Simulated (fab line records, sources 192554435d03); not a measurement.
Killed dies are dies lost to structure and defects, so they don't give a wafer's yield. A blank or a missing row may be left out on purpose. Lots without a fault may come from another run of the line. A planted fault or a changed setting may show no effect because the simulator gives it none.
Chamber matching | flow n5_finfet | N5_BEOL_M0_SAQP_PECVD_03 on pecvd-01: 3 sister chambers
The step deposits SiCN from 3MS/NH3, target thk 12 nm, time 21.1 s. 14 wafers are shown with their chamber, then 7 later ones without.

WAFERS WITH THEIR CHAMBER
wafer  | chamber | showerhead_vpp_V (V) | showerhead_plenum_p_Torr (Torr) | throttle_valve_pct (%)
L075.2 | 0       | 831                  | 3.694                           | 8.83
L075.3 | 1       | 979                  | 3.690                           | 9.06
L075.4 | 0       | 842                  | 3.684                           | 9.14
L078.3 | 1       | 958                  | 3.694                           | 9.04
L078.4 | 2       | 930                  | 3.673                           | 9.54
L078.5 | 0       | 847                  | 3.690                           | 9.23
L079.1 | 1       | 969                  | 3.698                           | 9.19
L079.4 | 1       | 972                  | 3.695                           | 8.87
L079.6 | 2       | 905                  | 3.667                           | 9.70
L087.4 | 0       | 849                  | 3.696                           | 9.14
L087.5 | 2       | 918                  | 3.671                           | 9.65
L087.6 | 1       | 960                  | 3.688                           | 8.71
L088.1 | 2       | 914                  | 3.670                           | 9.86
L088.2 | 1       | 960                  | 3.692                           | 8.96

SIGNATURES (means of the wafers above)
reading                  | chamber 0 | chamber 1 | chamber 2 | scatter within a chamber
showerhead_vpp_V         | 842.25    | 966.33    | 916.75    | 8.88
showerhead_plenum_p_Torr | 3.69100   | 3.69283   | 3.67025   | 0.0039
throttle_valve_pct       | 9.0850    | 8.9717    | 9.6875    | 0.161
Rule: a wafer's distance from a chamber is the root of the sum, over the readings, of the square of ((its reading less the chamber's mean) divided by the reading's scatter). The wafer belongs to the nearest chamber; if the next one is less than 2 further off, it can't be placed. The scatter: the root of (the sum of the squares of (reading less its chamber's mean) over the shown wafers, divided by (wafers less chambers)).

WAFERS WITHOUT THEIR CHAMBER
wafer  | showerhead_vpp_V (V) | showerhead_plenum_p_Torr (Torr) | throttle_valve_pct (%)
L088.6 | 916                  | 3.673                           | 9.68
L093.1 | 918                  | 3.672                           | 9.68
L093.3 | 972                  | 3.694                           | 8.95
L093.5 | 918                  | 3.669                           | 9.53
L097.2 | 912                  | 3.670                           | 9.88
L097.3 | 837                  | 3.689                           | 9.13
L097.4 | 916                  | 3.661                           | 9.48

WHICH CHAMBER EACH WENT THROUGH
wafer  | from the rows above | in truth
L088.6 | 2                   | 2
L093.1 | 2                   | 2
L093.3 | 1                   | 1
L093.5 | 2                   | 2
L097.2 | 2                   | 2
L097.3 | 0                   | 0
L097.4 | 2                   | 2
Placed correctly: 7 of 7. Can't be placed from these rows: 0. Placed wrongly: 0.
